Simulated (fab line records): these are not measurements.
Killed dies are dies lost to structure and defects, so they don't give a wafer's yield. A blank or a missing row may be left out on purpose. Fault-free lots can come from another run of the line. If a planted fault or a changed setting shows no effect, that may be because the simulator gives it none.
Matching of chambers + flow nand harc + NHARC_THIN_TSV_DEP_47 on pecvd-03 has 3 sister chambers
The step deposits SiO2, target thk 200 nm. 3 wafers are shown with their chamber, then 7 later ones without.

== WAFERS PAIRED WITH THEIR CHAMBERS ==
| wafer  | chamber | showerhead vpp V (V) |
|--------|---------|----------------------|
| L132.6 | 0       | 1843                 |
| L148.1 | 2       | 1897                 |
| L148.2 | 1       | 1686                 |

== WAFERS MISSING THEIR CHAMBER ==
| wafer  | showerhead vpp V (V) |
|--------|----------------------|
| L148.6 | 1889                 |
| L153.2 | 1810                 |
| L153.4 | 1817                 |
| L153.6 | 1904                 |
| L154.2 | 1896                 |
| L154.3 | 1842                 |
| L154.4 | 1873                 |

== EACH ONE'S CHAMBER ==
| wafer  | from the rows above     | in truth |
|--------|-------------------------|----------|
| L148.6 | 2                       | 2        |
| L153.2 | 0                       | 0        |
| L153.4 | 0                       | 0        |
| L153.6 | 2                       | 2        |
| L154.2 | 2                       | 2        |
| L154.3 | 0                       | 0        |
| L154.4 | can't be placed: 2 or 0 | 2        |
Placed correctly: 6 of 7. Not placeable from these rows: 1 (in 1, the candidates include the true chamber). Placed wrongly: 0.
How it was worked out, from the rows above alone: a wafer's distance from a chamber is the root of the sum, over the readings, of the square of ((its reading less the chamber's mean) divided by the reading's scatter). If the next closest chamber is less than 2 further off than the closest, the wafer can't be placed; otherwise it belongs to the closest. A chamber's mean is the mean of its shown wafers. The scatter (one wafer shown for each chamber): square how far every hidden wafer sits from the nearest shown wafer, average those squares and take the square root.
